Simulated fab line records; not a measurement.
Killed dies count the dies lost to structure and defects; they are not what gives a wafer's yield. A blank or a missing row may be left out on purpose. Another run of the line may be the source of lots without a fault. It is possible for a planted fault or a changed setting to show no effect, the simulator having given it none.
Chamber matching ; flow n5_finfet ; N5_BEOL_M9_ALD_74 on ald_metal-03 has 4 sister chambers
The step deposits TaN, target thk 2 nm, pulse time 2 s, purge time 3 s. 4 wafers are shown with their chamber, then 8 later ones without.

## EACH WAFER AND ITS CHAMBER
wafer;chamber;heater_power_w (W)
L083.4;3;397
L085.2;1;451
L085.6;0;435
L087.2;2;404

## WAFERS WHOSE CHAMBER IS MISSING
wafer;heater_power_w (W)
L087.3;403
L087.6;430
L089.1;427
L089.4;443
L089.6;403
L094.2;456
L094.3;421
L094.5;407

## WHICH CHAMBER EACH WENT THROUGH
wafer;from the rows above;in truth
L087.3;can't be placed: 2 or 3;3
L087.6;0;0
L089.1;0;0
L089.4;can't be placed: 0 or 1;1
L089.6;can't be placed: 2 or 3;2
L094.2;1;1
L094.3;can't be placed: 0 or 2 or 3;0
L094.5;can't be placed: 2 or 3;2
3 of 8 placed correctly. From these rows, 5 cannot be placed; in 5 the true chamber is one of the candidates. Number placed wrongly: 0.
How it was worked out, from the rows above alone: a wafer's distance from a chamber is the root of the sum, over the readings, of the square of ((its reading less the chamber's mean) divided by the reading's scatter). If the next closest chamber is less than 2 further off than the closest, the wafer can't be placed; otherwise it belongs to the closest. The mean given for a chamber averages the wafers shown for that chamber. The scatter: root of mean squared gap, hidden wafer to nearest shown wafer, with one shown wafer a chamber.
